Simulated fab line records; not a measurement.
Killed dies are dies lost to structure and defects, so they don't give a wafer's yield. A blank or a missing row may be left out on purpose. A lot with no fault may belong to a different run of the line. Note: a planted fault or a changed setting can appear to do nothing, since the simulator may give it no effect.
fab line records + flow n5Finfet
record:
- lots: 8
- wafers: 24
- lastDay: 18
route steps=1938 shown BEOL_M3@1013 BEOL_M4@1022 PASSIVATION@1936
lots with no fault: from the same line, run without faults
startH: hours from the record's first day to the start of the lot's first wafer shown + waitH: hours since the lot's step before + " as in the row above + L1.1+2: one row covering several wafers at once + - no value present, or no start provided + * or withheld: withheld + < > ~ a bound
route shown NAME@n: NAME is a module with steps in the file, n the number in the route of the first one + usual: the fault-free wafers' mean and standard deviation + same: alike in all rows + chamber/n: place in a boat + sites: each site's reading + _std_site: standard deviation of those values + _edge_site: inner sites' mean taken away from outer sites' mean + radiusMm: how far each site lies from the wafer's centre + mask NAME#n: copy n + behind: the last tool/chamber to shape the wafer + hold: why the lot went on hold/how many hours it stayed there/how the hold came to an end + device: the transistor (n, p or np) that didn't switch + end of line: the same wafers' tests at the end of the route + where a step has no rows: the recipe by itself + killed: at the first sort, the dies lost to defects and structure; wafer yield is something else + map: the dies of a wafer, with x for killed, . for not killed, _ for no die there
set.NAME: setting as actually run; set.NAME@STEP: the setting as run at that earlier step + model.NAME: the simulator's own value behind a step, which no gauge read
steps of the route over a sample of lots; a table a step, a row a wafer
services: a tool's chamber out of use, with start hour (startH, from the record's first day; less than 0 if before it), hours out, and reason
== steps ==
step: N5_BEOL_M3_CMP_52
recipe:
- stopOn: SiOC
- tOverpolishS: 6.8
- downForcePsi: 1
- platenRpm: 50
- clearingPlatenDownForcePsi: 1.5
- clearingPlatenRpm: 50
- postCmpClean: cuAlkaline
- targetThkNm: 40
- clearingPlatenPadVelocityMS: 0.99484
- padVelocityMS: 0.99484
usual:
- barrierFieldEndpointS: 24.6/0.61
- motorCurrentA: 6.3/0.63
- overpolishRunS: 6.800/0.0082
- slurryFlowMlMin: 150.0/0.44
- timeToEndpointS: 62.2/2.8
| lot.wafer | tool   | chamber | startH | waitH | barrierFieldEndpointS | motorCurrentA | overpolishRunS | slurryFlowMlMin | timeToEndpointS |
|-----------|--------|---------|--------|-------|-----------------------|---------------|----------------|-----------------|-----------------|
| L226.2    | cmp-01 | 0       | 177.50 | 0.2   | 24.7                  | 5.9           | 6.800          | 150.2           | 65.0            |
| L226.4    | "      | 2       | "      | "     | 24.0                  | 6.9           | 6.792          | 149.7           | 62.1            |
| L226.5    | "      | 0       | "      | "     | 24.5                  | 6.5           | 6.812          | 150.0           | 65.1            |
| L227.3    | cmp-02 | 0       | 195.73 | 0.3   | 24.5                  | 5.9           | 6.801          | 150.7           | 62.2            |
| L227.5    | "      | 1       | "      | "     | 24.1                  | 7.6           | 6.802          | 149.9           | 61.1            |
| L227.6    | "      | 2       | "      | "     | 24.9                  | 5.5           | 6.795          | 149.8           | 64.2            |
| L231.3    | cmp-02 | 1       | 208.73 | 0.2   | 24.5                  | 7.2           | 6.791          | 150.0           | 61.3            |
| L231.2    | "      | 2       | "      | "     | 24.3                  | 5.2           | 6.804          | 149.2           | 61.6            |
| L231.6    | "      | 0       | "      | "     | 24.7                  | 5.9           | 6.809          | 150.1           | 60.7            |
| L229.4    | cmp-03 | 0       | 211.40 | 0.2   | 24.9                  | 5.9           | 6.785          | 150.3           | 63.8            |
| L229.1    | "      | 2       | "      | "     | 24.1                  | 6.4           | 6.787          | 150.2           | 60.5            |
| L229.5    | "      | 3       | "      | "     | 25.4                  | 6.2           | 6.792          | 149.0           | 63.9            |
| L232.1    | cmp-02 | 3       | 214.69 | 0.3   | 24.3                  | 5.3           | 6.803          | 149.3           | 62.4            |
| L232.6    | "      | 1       | "      | "     | 24.6                  | 7.3           | 6.803          | 150.1           | 63.2            |
| L232.5    | "      | 2       | "      | "     | 24.3                  | 5.9           | 6.809          | 150.7           | 62.1            |
| L238.4    | cmp-01 | 2       | 259.71 | 0.1   | 24.8                  | 7.0           | 6.801          | 150.4           | 59.0            |
| L238.2    | "      | 3       | "      | "     | 24.7                  | 6.7           | 6.794          | 150.0           | 62.8            |
| L238.5    | "      | 3       | "      | "     | 25.2                  | 6.1           | 6.809          | 150.2           | 64.3            |
| L241.2    | cmp-01 | 1       | 284.96 | 0.3   | 23.5                  | 6.7           | 6.806          | 149.1           | 59.9            |
| L241.3    | "      | 3       | "      | "     | 23.9                  | 6.5           | 6.800          | 150.4           | 60.7            |
| L241.5    | "      | 0       | "      | "     | 24.8                  | 6.4           | 6.794          | 150.2           | 59.2            |
| L243.4    | cmp-03 | 2       | 299.91 | 0.2   | 23.8                  | 6.0           | 6.802          | 149.8           | 59.4            |
| L243.3    | "      | 3       | "      | "     | 25.0                  | 7.0           | 6.796          | 150.3           | 63.5            |
| L243.5    | "      | 1       | "      | "     | 24.9                  | 5.0           | 6.793          | 149.5           | 60.5            |
step: N5_BEOL_M3_DEP_57
recipe:
- material: SiCN
- targetThkA: 80
- tempC: withheld
- precursor: 3MS/NH3
- pressureTorr: 3
- rfW: 202
- timeS: 14
usual:
- showerheadPlenumPTorr: 3.666/0.013
- throttleValvePct: 9.2/0.41
| lot.wafer | tool     | chamber | startH | waitH | showerheadPlenumPTorr | throttleValvePct |
|-----------|----------|---------|--------|-------|-----------------------|------------------|
| L226.2    | pecvd-03 | 2       | 177.95 | 0.0   | 3.653                 | 8.6              |
| L226.4    | "        | 0       | "      | "     | 3.664                 | 9.3              |
| L226.5    | "        | 2       | "      | "     | 3.646                 | 8.8              |
| L227.3    | pecvd-03 | 0       | 196.10 | 0.0   | 3.672                 | 9.2              |
| L227.5    | "        | 0       | "      | "     | 3.659                 | 9.0              |
| L227.6    | "        | 1       | "      | "     | 3.690                 | 9.0              |
| L231.2    | pecvd-03 | 1       | 209.18 | 0.0   | 3.697                 | 8.9              |
| L231.3    | "        | 0       | "      | "     | 3.667                 | 9.5              |
| L231.6    | "        | 0       | "      | "     | 3.657                 | 9.6              |
| L229.1    | pecvd-03 | 1       | 211.85 | 0.0   | 3.682                 | 9.3              |
| L229.4    | "        | 0       | "      | "     | 3.652                 | 9.1              |
| L229.5    | "        | 2       | "      | "     | 3.654                 | 9.2              |
| L232.1    | pecvd-01 | 1       | 215.11 | 0.0   | 3.655                 | 9.7              |
| L232.5    | "        | 0       | "      | "     | 3.668                 | 9.7              |
| L232.6    | "        | 1       | "      | "     | 3.659                 | 9.3              |
| L238.2    | pecvd-03 | 2       | 260.20 | 0.0   | 3.649                 | 9.0              |
| L238.4    | "        | 2       | "      | "     | 3.655                 | 9.1              |
| L238.5    | "        | 1       | "      | "     | 3.683                 | 8.9              |
| L241.2    | pecvd-01 | 0       | 285.43 | 0.0   | 3.657                 | 10.1             |
| L241.3    | "        | 2       | "      | "     | 3.667                 | 8.6              |
| L241.5    | "        | 0       | "      | "     | 3.657                 | 9.9              |
| L243.3    | pecvd-03 | 1       | 300.33 | 0.0   | 3.688                 | 8.9              |
| L243.4    | "        | 0       | "      | "     | 3.675                 | 8.9              |
| L243.5    | "        | 2       | "      | "     | 3.657                 | 8.9              |
step: N5_BEOL_M3_INSPECT_59
recipe:
- inspectInstrument: darkfield
- mode: postDep
usual:
- rawDefectCount: 68/25
| lot.wafer | tool             | chamber | startH | waitH | rawDefectCount |
|-----------|------------------|---------|--------|-------|----------------|
| L226.2    | defectInspect-01 | -       | 178.04 | 0.0   | 76             |
| L226.4    | "                | -       | "      | "     | 93             |
| L226.5    | "                | -       | "      | "     | 98             |
| L227.3    | defectInspect-01 | -       | 196.20 | 0.0   | 89             |
| L227.5    | "                | -       | "      | "     | 54             |
| L227.6    | "                | -       | "      | "     | 59             |
| L231.2    | defectInspect-02 | -       | 209.27 | 0.0   | 76             |
| L231.3    | "                | -       | "      | "     | 45             |
| L231.6    | "                | -       | "      | "     | 102            |
| L229.1    | defectInspect-01 | -       | 211.94 | 0.0   | 52             |
| L229.4    | "                | -       | "      | "     | 42             |
| L229.5    | "                | -       | "      | "     | 44             |
| L232.1    | defectInspect-01 | -       | 215.22 | 0.0   | 51             |
| L232.5    | "                | -       | "      | "     | 59             |
| L232.6    | "                | -       | "      | "     | 487            |
| L238.2    | defectInspect-01 | -       | 260.30 | 0.0   | 53             |
| L238.4    | "                | -       | "      | "     | 59             |
| L238.5    | "                | -       | "      | "     | 79             |
| L241.2    | defectInspect-02 | -       | 285.54 | 0.0   | 60             |
| L241.3    | "                | -       | "      | "     | 61             |
| L241.5    | "                | -       | "      | "     | 68             |
| L243.3    | defectInspect-02 | -       | 300.42 | 0.0   | 58             |
| L243.4    | "                | -       | "      | "     | 65             |
| L243.5    | "                | -       | "      | "     | 40             |
step: N5_BEOL_M4_THK_MEAS_01
recipe:
- reads: SiOC_of_BEOL_M4_ILD_DEP_00
usual:
- M4_ILD_THK: 78.6/0.97
| lot.wafer | tool         | chamber | startH | waitH | M4_ILD_THK[nm] |
|-----------|--------------|---------|--------|-------|----------------|
| L226.2    | filmMetro-01 | -       | 178.14 | 0.1   | 78.5           |
| L226.4    | "            | -       | "      | "     | 79.2           |
| L226.5    | "            | -       | "      | "     | 79.1           |
| L227.3    | filmMetro-01 | -       | 196.30 | 0.1   | 78.3           |
| L227.5    | "            | -       | "      | "     | 78.0           |
| L227.6    | "            | -       | "      | "     | 78.6           |
| L231.2    | filmMetro-02 | -       | 209.40 | 0.1   | 78.3           |
| L231.3    | "            | -       | "      | "     | 78.3           |
| L231.6    | "            | -       | "      | "     | 79.5           |
| L229.1    | filmMetro-01 | -       | 212.05 | 0.0   | 78.0           |
| L229.4    | "            | -       | "      | "     | 78.2           |
| L229.5    | "            | -       | "      | "     | 78.0           |
| L232.1    | filmMetro-02 | -       | 215.32 | 0.0   | 77.9           |
| L232.5    | "            | -       | "      | "     | 78.6           |
| L232.6    | "            | -       | "      | "     | 79.6           |
| L238.2    | filmMetro-01 | -       | 260.40 | 0.1   | 78.1           |
| L238.4    | "            | -       | "      | "     | 78.4           |
| L238.5    | "            | -       | "      | "     | 79.4           |
| L241.2    | filmMetro-01 | -       | 285.64 | 0.1   | 78.9           |
| L241.3    | "            | -       | "      | "     | 78.9           |
| L241.5    | "            | -       | "      | "     | 79.4           |
| L243.3    | filmMetro-01 | -       | 300.52 | 0.1   | 78.5           |
| L243.4    | "            | -       | "      | "     | 80.1           |
| L243.5    | "            | -       | "      | "     | 79.0           |
step: N5_BEOL_M4_PECVD_72
recipe:
- material: SiO2
- targetThkA: 160
- tempC: 400
- precursor: TEOS/O2
- pressureTorr: 5.5
- rfW: 450
- teosFlowSccm: 53.8
- gas: O2
- flowSccm: 3000
- timeS: 18
usual:
- heaterPowerW: 725/97
- showerheadPlenumPTorr: 8.77/0.042
- throttleValvePct: 22.8/1.3
| lot.wafer | tool     | chamber | startH | waitH | heaterPowerW | showerheadPlenumPTorr | throttleValvePct |
|-----------|----------|---------|--------|-------|--------------|-----------------------|------------------|
| L226.2    | pecvd-02 | 0       | 178.18 | 0.0   | 844          | 8.80                  | 22.8             |
| L226.4    | "        | 1       | "      | "     | 628          | 8.73                  | 21.8             |
| L226.5    | "        | 2       | "      | "     | 742          | 8.82                  | 21.4             |
| L227.3    | pecvd-01 | 0       | 196.34 | 0.0   | 699          | 8.77                  | 24.4             |
| L227.5    | "        | 0       | "      | "     | 709          | 8.76                  | 24.2             |
| L227.6    | "        | 1       | "      | "     | 645          | 8.74                  | 23.4             |
| L231.2    | pecvd-04 | 2       | 209.43 | 0.0   | 864          | 8.82                  | 21.0             |
| L231.3    | "        | 1       | "      | "     | 728          | 8.72                  | 23.1             |
| L231.6    | "        | 2       | "      | "     | 834          | 8.84                  | 21.1             |
| L229.1    | pecvd-01 | 1       | 212.08 | 0.0   | 560          | 8.74                  | 23.5             |
| L229.4    | "        | 0       | "      | "     | 732          | 8.75                  | 24.5             |
| L229.5    | "        | 1       | "      | "     | 576          | 8.75                  | 23.5             |
| L232.1    | pecvd-01 | 0       | 215.36 | 0.0   | 822          | 8.76                  | 24.6             |
| L232.5    | "        | 1       | "      | "     | 607          | 8.74                  | 23.5             |
| L232.6    | "        | 0       | "      | "     | 827          | 8.78                  | 24.7             |
| L238.2    | pecvd-01 | 1       | 260.44 | 0.0   | 698          | 8.76                  | 23.6             |
| L238.4    | "        | 1       | "      | "     | 571          | 8.76                  | 23.7             |
| L238.5    | "        | 0       | "      | "     | 772          | 8.76                  | 24.5             |
| L241.2    | pecvd-02 | 2       | 285.68 | 0.0   | 707          | 8.82                  | 21.6             |
| L241.3    | "        | 1       | "      | "     | 603          | 8.72                  | 21.6             |
| L241.5    | "        | 2       | "      | "     | 709          | 8.82                  | 21.0             |
| L243.3    | pecvd-02 | 0       | 300.56 | 0.0   | 844          | 8.80                  | 22.9             |
| L243.4    | "        | 1       | "      | "     | 573          | 8.73                  | 21.6             |
| L243.5    | "        | 0       | "      | "     | 887          | 8.81                  | 22.7             |
step: N5_BEOL_M4_INSPECT_13
recipe:
- mode: adi
- inspectInstrument: brightfield
usual:
- rawDefectCount: 433/100
| lot.wafer | tool             | chamber | startH | waitH | rawDefectCount |
|-----------|------------------|---------|--------|-------|----------------|
| L226.2    | defectInspect-01 | -       | 182.05 | 0.0   | 458            |
| L226.4    | "                | -       | "      | "     | 517            |
| L226.5    | "                | -       | "      | "     | 559            |
| L227.3    | defectInspect-02 | -       | 198.99 | 0.0   | 412            |
| L227.5    | "                | -       | "      | "     | 575            |
| L227.6    | "                | -       | "      | "     | 389            |
| L231.2    | defectInspect-02 | -       | 211.77 | 0.0   | 390            |
| L231.3    | "                | -       | "      | "     | 453            |
| L231.6    | "                | -       | "      | "     | 427            |
| L229.1    | defectInspect-01 | -       | 212.65 | 0.1   | 482            |
| L229.4    | "                | -       | "      | "     | 389            |
| L229.5    | "                | -       | "      | "     | 366            |
| L232.1    | defectInspect-02 | -       | 216.20 | 0.1   | 389            |
| L232.5    | "                | -       | "      | "     | 496            |
| L232.6    | "                | -       | "      | "     | 881            |
| L238.2    | defectInspect-01 | -       | 261.57 | 0.0   | 422            |
| L238.4    | "                | -       | "      | "     | 416            |
| L238.5    | "                | -       | "      | "     | 468            |
| L241.2    | defectInspect-02 | -       | 288.05 | 0.0   | 468            |
| L241.3    | "                | -       | "      | "     | 356            |
| L241.5    | "                | -       | "      | "     | 424            |
| L243.3    | defectInspect-01 | -       | 302.32 | 0.0   | 402            |
| L243.4    | "                | -       | "      | "     | 301            |
| L243.5    | "                | -       | "      | "     | 308            |
step: N5_BEOL_M4_INSPECT_30
recipe:
- mode: adi
- inspectInstrument: brightfield
usual:
- rawDefectCount: 451/110
| lot.wafer | tool             | chamber | startH | waitH | rawDefectCount |
|-----------|------------------|---------|--------|-------|----------------|
| L226.2    | defectInspect-01 | -       | 183.02 | 0.0   | 466            |
| L226.4    | "                | -       | "      | "     | 527            |
| L226.5    | "                | -       | "      | "     | 571            |
| L227.3    | defectInspect-01 | -       | 200.30 | 0.0   | 476            |
| L227.5    | "                | -       | "      | "     | 630            |
| L227.6    | "                | -       | "      | "     | 419            |
| L231.2    | defectInspect-02 | -       | 212.65 | 0.0   | 416            |
| L231.3    | "                | -       | "      | "     | 438            |
| L231.6    | "                | -       | "      | "     | 444            |
| L229.1    | defectInspect-02 | -       | 213.53 | 0.1   | 430            |
| L229.4    | "                | -       | "      | "     | 346            |
| L229.5    | "                | -       | "      | "     | 332            |
| L232.1    | defectInspect-01 | -       | 217.20 | 0.1   | 415            |
| L232.5    | "                | -       | "      | "     | 551            |
| L232.6    | "                | -       | "      | "     | 975            |
| L238.2    | defectInspect-01 | -       | 262.55 | 0.0   | 445            |
| L238.4    | "                | -       | "      | "     | 435            |
| L238.5    | "                | -       | "      | "     | 448            |
| L241.2    | defectInspect-02 | -       | 289.23 | 0.0   | 472            |
| L241.3    | "                | -       | "      | "     | 398            |
| L241.5    | "                | -       | "      | "     | 469            |
| L243.3    | defectInspect-01 | -       | 303.30 | 0.0   | 419            |
| L243.4    | "                | -       | "      | "     | 304            |
| L243.5    | "                | -       | "      | "     | 291            |
step: N5_BEOL_M4_RC_MEAS_101
usual:
- DIBL_N: 36.4/1.3
- DIBL_P: 36.5/1.7
- IOFF_N: 0.154/0.022
- IOFF_P: 0.202/0.025
- ION_N: 671/9.8
- ION_P: 460/6.8
- SS_N: 71.6/0.54
- SS_P: 73.4/0.58
- VT_N: 250.9/2.8
- VT_P: -251.4/2.7
| lot.wafer | tool      | chamber | startH | waitH | DIBL_N[mV/V] | DIBL_P[mV/V] | IOFF_N[nA/um] | IOFF_P[nA/um] | ION_N[uA/um] | ION_P[uA/um] | SS_N[mV/dec] | SS_P[mV/dec] | VT_N[mV] | VT_P[mV] |
|-----------|-----------|---------|--------|-------|--------------|--------------|---------------|---------------|--------------|--------------|--------------|--------------|----------|----------|
| L226.2    | prober-02 | 0       | 194.46 | 0.2   | 36.6         | 37.2         | 0.147         | 0.204         | 679          | 463          | 72.0         | 73.4         | 249.0    | -249.7   |
| L226.4    | "         | 0       | "      | "     | 36.0         | 36.3         | 0.145         | 0.201         | 694          | 469          | 71.6         | 72.9         | 250.9    | -250.8   |
| L226.5    | "         | 0       | "      | "     | 35.3         | 35.5         | 0.134         | 0.183         | 665          | 460          | 71.7         | 73.3         | 251.9    | -252.3   |
| L227.3    | prober-02 | 0       | 205.12 | 0.3   | 37.8         | 37.6         | 0.182         | 0.234         | 680          | 470          | 71.4         | 73.9         | 247.4    | -247.5   |
| L227.5    | "         | 0       | "      | "     | 36.2         | 35.6         | 0.152         | 0.199         | 684          | 466          | 70.8         | 73.4         | 249.2    | -249.2   |
| L227.6    | "         | 0       | "      | "     | 36.0         | 35.5         | 0.147         | 0.197         | 681          | 466          | 71.3         | 73.8         | 248.4    | -248.3   |
| L231.2    | prober-01 | 0       | 220.87 | 0.2   | 37.0         | 36.6         | 0.162         | 0.231         | 680          | 472          | 71.5         | 73.0         | 248.9    | -249.5   |
| L231.3    | "         | 0       | "      | "     | 36.2         | 35.5         | 0.148         | 0.208         | 674          | 463          | 71.1         | 72.7         | 249.8    | -251.7   |
| L231.6    | "         | 0       | "      | "     | 35.5         | 34.2         | 0.134         | 0.188         | 671          | 462          | 71.2         | 71.7         | 249.6    | -250.8   |
| L229.1    | prober-02 | 0       | 222.66 | 0.0   | 36.6         | 37.3         | 0.159         | 0.232         | 669          | 466          | 71.8         | 74.1         | 250.7    | -248.4   |
| L229.4    | "         | 0       | "      | "     | 35.6         | 35.2         | 0.135         | 0.194         | 664          | 461          | 71.9         | 73.4         | 253.0    | -250.1   |
| L229.5    | "         | 0       | "      | "     | 35.2         | 35.7         | 0.135         | 0.200         | 669          | 471          | 70.7         | 73.5         | 251.4    | -249.6   |
| L232.1    | prober-02 | 0       | 228.32 | 0.0   | 36.7         | 37.2         | 0.154         | 0.200         | 664          | 453          | 71.4         | 73.1         | 250.5    | -254.0   |
| L232.5    | "         | 0       | "      | "     | 35.6         | 36.0         | 0.136         | 0.178         | 664          | 461          | 71.0         | 73.7         | 254.1    | -253.2   |
| L232.6    | "         | 0       | "      | "     | 36.3         | 37.2         | 0.152         | 0.200         | 668          | 459          | 71.6         | 73.6         | 250.8    | -250.2   |
| L238.2    | prober-01 | 0       | 268.42 | 0.2   | 34.8         | 34.5         | 0.125         | 0.172         | 655          | 449          | 71.9         | 72.9         | 256.1    | -255.7   |
| L238.4    | "         | 0       | "      | "     | 35.5         | 35.5         | 0.136         | 0.194         | 660          | 458          | 71.4         | 73.9         | 254.0    | -254.8   |
| L238.5    | "         | 0       | "      | "     | 36.8         | 36.3         | 0.145         | 0.209         | 659          | 458          | 71.2         | 73.0         | 250.3    | -253.4   |
| L241.2    | prober-01 | 0       | 295.86 | 0.2   | 37.1         | 35.6         | 0.163         | 0.198         | 661          | 449          | 71.9         | 73.7         | 250.8    | -252.9   |
| L241.3    | "         | 0       | "      | "     | 37.6         | 37.3         | 0.188         | 0.241         | 676          | 463          | 71.9         | 74.4         | 244.2    | -245.9   |
| L241.5    | "         | 0       | "      | "     | 37.2         | 37.7         | 0.193         | 0.248         | 687          | 469          | 71.4         | 73.6         | 246.1    | -245.7   |
| L243.3    | prober-01 | 0       | 310.98 | 0.3   | 34.7         | 34.7         | 0.130         | 0.191         | 662          | 459          | 71.6         | 72.5         | 253.3    | -251.2   |
| L243.4    | "         | 0       | "      | "     | 35.0         | 35.3         | 0.134         | 0.199         | 679          | 466          | 70.6         | 72.7         | 251.0    | -248.1   |
| L243.5    | "         | 0       | "      | "     | 35.2         | 36.0         | 0.145         | 0.215         | 672          | 464          | 71.2         | 72.4         | 250.8    | -249.1   |
step: N5_PASSIVATION_PROBE_49
usual:
- defectLimitedYield: 91.1/1.3
- killed_at_M0_to_M3: 34/10
- killed_at_M4_up: 14/5.7
- killedAtContacts: 12/5.9
- killedAtFrontEnd: 41/12
- killedAtOther: 4/3.1
- killedDies: 105/15
- killedOnRim: 14/4.2
- killedOpen: 69/11
- killedShort: 35/7.8
- sort_bin_5_function: 5.3/0.81
- sort_bin_6_memory: 3.3/0.75
- sortNPass: 1075/15
- sortYieldPct: 91.1/1.3
same:
- grossDies: 1180
- killedAtBackSide: 0
- sort_bin_4_leakage[%]: 0
- sort_bin_8_speed[%]: 0
| lot.wafer | tool      | chamber | startH | waitH | defectLimitedYield[%] | killed_at_M0_to_M3 | killed_at_M4_up | killedAtContacts | killedAtFrontEnd | killedAtOther | killedDies | killedOnRim | killedOpen | killedShort | sort_bin_5_function[%] | sort_bin_6_memory[%] | sortNPass | sortYieldPct[%] |
|-----------|-----------|---------|--------|-------|-----------------------|--------------------|-----------------|------------------|------------------|---------------|------------|-------------|------------|-------------|------------------------|----------------------|-----------|-----------------|
| L226.2    | prober-01 | -       | 317.98 | 0.8   | 93.3                  | 25                 | 12              | 16               | 25               | 1             | 79         | 7           | 46         | 33          | 4.2                    | 2.1                  | 1101      | 93.3            |
| L231.2    | prober-02 | -       | 336.19 | 0.1   | 92.7                  | 24                 | 9               | 5                | 37               | 11            | 86         | 13          | 58         | 28          | 4.8                    | 2.3                  | 1094      | 92.7            |
| L231.3    | prober-02 | -       | 336.24 | 0.1   | 92.0                  | 19                 | 2               | 16               | 55               | 2             | 94         | 13          | 61         | 32          | 3.8                    | 4.0                  | 1086      | 92.0            |
| L231.6    | prober-02 | -       | 336.39 | 0.3   | 90.9                  | 19                 | 5               | 17               | 61               | 5             | 107        | 10          | 63         | 43          | 4.8                    | 3.8                  | 1073      | 90.9            |
| L232.1    | prober-02 | -       | 336.77 | 0.0   | 90.8                  | 47                 | 14              | 5                | 38               | 5             | 109        | 9           | 73         | 33          | 4.6                    | 4.4                  | 1071      | 90.8            |
| L232.5    | prober-02 | -       | 336.97 | 0.2   | 90.1                  | 51                 | 18              | 16               | 26               | 6             | 117        | 20          | 84         | 33          | 6.0                    | 3.7                  | 1063      | 90.1            |
| L232.6    | prober-02 | -       | 337.02 | 0.3   | 65.6                  | 353                | 11              | 12               | 27               | 3             | 406        | 63          | 63         | 15          | 20.7                   | 11.9                 | 774       | 65.6            |
killed by level:class
L226.2 MOL_CONTACT_COAG:geometricParticle:open=10 FIN_SAQP:geometricParticle:short=8 BEOL_M0_SAQP:geometricParticle:short=8 MOL_CONTACT_COAG:geometricParticle:short=6 FIN_SAQP:geometricParticle:open=6 BEOL_M4:geometricParticle:open=6 BEOL_M0_SAQP:geometricParticle:open=4 BEOL_M3:geometricParticle:short=4
L231.2 FIN_SAQP:geometricParticle:short=8 FIN_SAQP:geometricParticle:open=7 BEOL_M2:geometricParticle:open=7 BEOL_M1:geometricParticle:open=6 DUMMY_GATE:geometricParticle:open=5 MIM_BOT:geometricParticle:open=5 STI_FIN_REVEAL:geometricParticle:open=4 MOL_CONTACT_COAG:geometricParticle:open=4
L231.3 FIN_SAQP:geometricParticle:short=19 FIN_SAQP:geometricParticle:open=15 MOL_CONTACT_COAG:geometricParticle:open=11 DUMMY_GATE:geometricParticle:open=7 BEOL_M2:geometricParticle:open=7 STI_FIN_REVEAL:geometricParticle:open=6 MOL_CONTACT_COAG:geometricParticle:short=5 BEOL_M3:geometricParticle:open=5
L231.6 FIN_SAQP:geometricParticle:short=16 FIN_SAQP:geometricParticle:open=13 MOL_CONTACT_COAG:geometricParticle:open=11 BEOL_M3:geometricParticle:open=9 MOL_CONTACT_COAG:geometricParticle:short=6 DUMMY_GATE:geometricParticle:open=5 GATE_CUT:geometricParticle:open=5 STARTING-WAFER:geometricParticle:short=5
L232.1 BEOL_M2:geometricParticle:open=14 STI_FIN_REVEAL:geometricParticle:open=10 BEOL_M1:geometricParticle:open=8 BEOL_M0_SAQP:geometricParticle:open=8 GATE_CUT:geometricParticle:short=6 BEOL_M3:geometricParticle:open=6 STARTING-WAFER:geometricParticle:open=5 BEOL_M0_SAQP:geometricParticle:short=5
L232.5 BEOL_M2:geometricParticle:open=19 MOL_CONTACT_COAG:geometricParticle:open=15 BEOL_M4:geometricParticle:open=14 BEOL_M0_SAQP:geometricParticle:short=9 BEOL_M1:geometricParticle:open=8 BEOL_M3:geometricParticle:open=6 BEOL_M0_SAQP:geometricParticle:open=5 GATE_CUT:geometricParticle:short=4
L232.6 BEOL_M3:unspecified=326 MOL_CONTACT_COAG:geometricParticle:open=11 BEOL_M2:geometricParticle:open=10 ILD0:geometricParticle:open=7 BEOL_M0_SAQP:geometricParticle:open=5 BEOL_M5:geometricParticle:open=5 DUMMY_GATE:geometricParticle:open=4 BEOL_M4:geometricParticle:open=4
== services ==
| tool     | chamber | startH | hours | kind                          |
|----------|---------|--------|-------|-------------------------------|
| cmp-01   | -       | 159.35 | 8.3   | repair                        |
| pecvd-03 | 2       | 178.04 | 2.1   | scheduledDown                 |
| cmp-01   | -       | 189.30 | 1.0   | repair                        |
| pecvd-02 | 1       | 199.43 | 5.5   | scheduledDown                 |
| pecvd-02 | -       | 201.61 | 23.4  | repair                        |
| cmp-02   | -       | 201.67 | 0.3   | repair                        |
| pecvd-01 | 2       | 202.42 | -     | clean                         |
| pecvd-01 | 2       | 202.42 | -     | consumableReplace:showerhead  |
| pecvd-01 | 2       | 202.42 | 29.0  | scheduledDown                 |
| pecvd-01 | 2       | 202.42 | 29.0  | ventCycle                     |
| cmp-03   | -       | 211.96 | 4.0   | pm                            |
| cmp-03   | -       | 215.96 | -     | consumableReplace:conditioner |
| cmp-03   | -       | 215.96 | -     | consumableReplace:pad         |
| pecvd-04 | 1       | 220.00 | 2.1   | scheduledDown                 |
| cmp-03   | -       | 239.57 | 5.5   | pm                            |
| pecvd-03 | 2       | 239.61 | 5.5   | scheduledDown                 |
| pecvd-01 | -       | 240.01 | 0.7   | repair                        |
| pecvd-04 | 2       | 241.44 | 2.1   | scheduledDown                 |
| cmp-01   | -       | 245.32 | 0.2   | repair                        |
| cmp-02   | -       | 248.33 | 0.2   | repair                        |
| cmp-03   | -       | 250.58 | 1.7   | repair                        |
| pecvd-03 | -       | 255.30 | 4.5   | repair                        |
| pecvd-02 | -       | 256.26 | 0.7   | repair                        |
| pecvd-01 | 1       | 275.40 | 12.4  | repair                        |
== key ==
firstSign:
- step: N5_BEOL_M3_INSPECT_59
- reading: rawDefectCount
- direction: up
- sigmas: 17
- usual: 68
- struck: 487
effect:
- step: N5_BEOL_M4_INSPECT_13
- reading: rawDefectCount
- direction: up
- sigmas: 4.4
- usual: 433
- struck: 881
effect:
- step: N5_BEOL_M4_INSPECT_30
- reading: rawDefectCount
- direction: up
- sigmas: 5
- usual: 451
- struck: 975
effect:
- step: N5_PASSIVATION_PROBE_49
- reading: killed_at_M0_to_M3
- direction: up
- sigmas: 32
- usual: 34
- struck: 353
moreKillsBornAt:
- N5_BEOL_M3_CMP_52@cmp-02: 326
metAt N5_BEOL_M3_CMP_52
struckLots L232
struckWafers L232.6
notActingAt N5_BEOL_M3_DEP_57,N5_BEOL_M4_THK_MEAS_01,N5_BEOL_M4_PECVD_72
onsetBetween 208.73 214.69
fault:
- kind: chamberParticleSource
- tool: cmp-02
- chamber: 1
- onsetH: 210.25
- steps: N5_BEOL_M3_CMP_52
- ratePerVisitCm2: 0.67955
- endH: 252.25
